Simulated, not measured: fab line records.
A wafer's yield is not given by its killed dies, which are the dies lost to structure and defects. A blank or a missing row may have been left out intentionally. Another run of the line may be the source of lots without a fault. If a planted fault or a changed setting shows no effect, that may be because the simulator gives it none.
A struck lot beside a sound one + flow n5 finfet + 26 steps out of a route of 1938
Sound: wafers L587.1, L587.2, L587.3. Struck: wafer L597.1. (L597.6 of the same lot was not struck and is left out.) The cause comes at the end.
Per side, at each step with rows, come the tool, then ch with its chambers, and then its first start. Under that, the readings that differ: sound wafers + struck wafers + difference of the means + sigmas: that difference in standard deviations of wafers without a fault.
alike: readings with means less than 2 such deviations apart, plus words and numbers identical on both sides. not compared: withheld readings, readings lacking a value on some wafer, bounds such as >300 that could conceal the same value, and numbers that have no deviation in the record and whose values overlap.
The two part at a step that has a row with sigmas, a row that says differs or no value, or rows on one side only. Non-overlapping numbers with no deviation appear without sigmas and do not part them. A reading that every wafer of one side lacks parts them only if that side has two wafers or more.

first, 9 steps without rows for these wafers: N5_MIM_BOT_LITHO_HARDBAKE_09 (time 120 s); N5_MIM_BOT_LITHO_DESCUM_10 (chemistry O2, time 7.9 s); N5_MIM_BOT_ETCH_ETCH_04 (etches SiNx in CF4/O2, target depth 26 nm, time 13 s); N5_MIM_BOT_ETCH_ETCH_03 (etches the open film in Cl2/BCl3, target depth 12 nm); N5_MIM_BOT_ETCH_ETCH_00 (etches TiN in Cl2/BCl3, target depth 45.5 nm); N5_MIM_BOT_ETCH_STRIP_01 (strips in O2); N5_MIM_BOT_ETCH_STRIP_02 (strips in post etch residue remover, time 1200 s); N5_MIM_BOT_ETCH_CLEAN_05 (cleans in IPA, time 180 s); N5_MIM_BOT_ETCH_SRD_06 (time 30 s).
N5_PASSIVATION_PECVD_55: deposits SiO2 from SiH4/N2O, target thk 400 nm, time 22.5 s.
  sound on pecvd-01 ch 0,1,2, day 13 18:53; struck on pecvd-01 ch 0, day 16 11:04
| reading                                        | sound             | struck | difference | sigmas |
|------------------------------------------------|-------------------|--------|------------|--------|
| model.SiO2_of_PASSIVATION_PECVD_55.thk nm (nm) | 398.6 400.6 399.6 | 287.8  | -111.8     |        |
  alike: heater power w, showerhead plenum p Torr, throttle valve pct
  not compared: rf fwd power W
then, 11 steps without rows for these wafers: N5_PASSIVATION_PECVD_01 (deposits SiNx from SiH4/NH3/N2, target thk 200 nm, time 43.2 s); N5_PASSIVATION_HMDS_03 (time 60 s); N5_PASSIVATION_COAT_04; N5_PASSIVATION_EBR_06; N5_PASSIVATION_SOFTBAKE_05 (time 90 s); N5_PASSIVATION_EXPOSE_07 (exposes mask TV, defocus 0 nm, target cd 3000 nm); N5_PASSIVATION_PEB_08; N5_PASSIVATION_DEVELOP_09 (develop time 60 s); N5_PASSIVATION_HARDBAKE_11 (time 120 s); N5_PASSIVATION_DESCUM_12 (chemistry O2, time 7.9 s); N5_PASSIVATION_PASS_ETCH_74 (etches SiNx in CF4/O2, target depth 220 nm, time 110 s).
N5_PASSIVATION_VIA_ETCH_13: etches SiO2 in CHF3/O2, target depth 660 nm, time 330 s.
  sound on rie diel-01 ch 0,2,3, day 13 19:55; struck on rie diel-06 ch 3, day 16 14:05
| reading                         | sound       | struck | difference | sigmas |
|---------------------------------|-------------|--------|------------|--------|
| drypump motor current A (A)     | 6.1 6.0 6.7 | 5.0    | -1.3       | -3     |
| etch rf on time s (s)           | 234 231 232 | 170    | -62        | -14    |
| rf hours counter h (h)          | 60 56 200   | 234    | +129       |        |
| model.TV_OPEN.cd offset nm (nm) | 1.8 1.8 2.4 | 3.4    | +1.4       |        |
  alike: oes product au, rf fwd power W, rf vpp V, showerhead plenum p Torr, throttle valve pct
  not compared: model.coat_of_PASSIVATION_COAT_04.thk nm
then, 1 step without rows for these wafers: N5_PASSIVATION_STRIP_14 (strips in O2).
N5_PASSIVATION_ETCH_15: etches SiCN in CF4/N2, target depth 75 nm, time 81.2 s.
  sound on rie diel-01 ch 0,2,3; struck on rie diel-06 ch 3
| reading                         | sound       | struck | difference | sigmas |
|---------------------------------|-------------|--------|------------|--------|
| drypump motor current A (A)     | 6.1 6.0 6.7 | 5.0    | -1.3       | -3     |
| rf hours counter h (h)          | 60 56 200   | 234    | +129       |        |
| model.TV_OPEN.cd offset nm (nm) | 2 1.8 2.4   | 3.4    | +1.3       |        |
  alike: oes product au, rf fwd power W, rf vpp V, showerhead plenum p Torr, throttle valve pct
then, 1 step without rows for these wafers: N5_PASSIVATION_STRIP_73 (strips in post etch residue remover, time 60 s).
N5_PASSIVATION_PROBE_49:
  sound on prober-02, day 14 02:22; struck on prober-01, day 16 20:52
  alike: defect limited yield, killed_at_M0_to_M3, killed_at_M4_up, killed at contacts, killed at front end, killed at other, killed dies, killed on rim, killed open, killed short, sort_bin_4_leakage, sort_bin_5_function, sort_bin_6_memory, sort n pass, sort yield pct

== WHERE THEY PART ==
First at N5_PASSIVATION_VIA_ETCH_13; last, within this record, at N5_PASSIVATION_ETCH_15. Later steps at which nothing parts them and some readings are alike: N5_PASSIVATION_PROBE_49.

WHY: whatever the simulator had introduced
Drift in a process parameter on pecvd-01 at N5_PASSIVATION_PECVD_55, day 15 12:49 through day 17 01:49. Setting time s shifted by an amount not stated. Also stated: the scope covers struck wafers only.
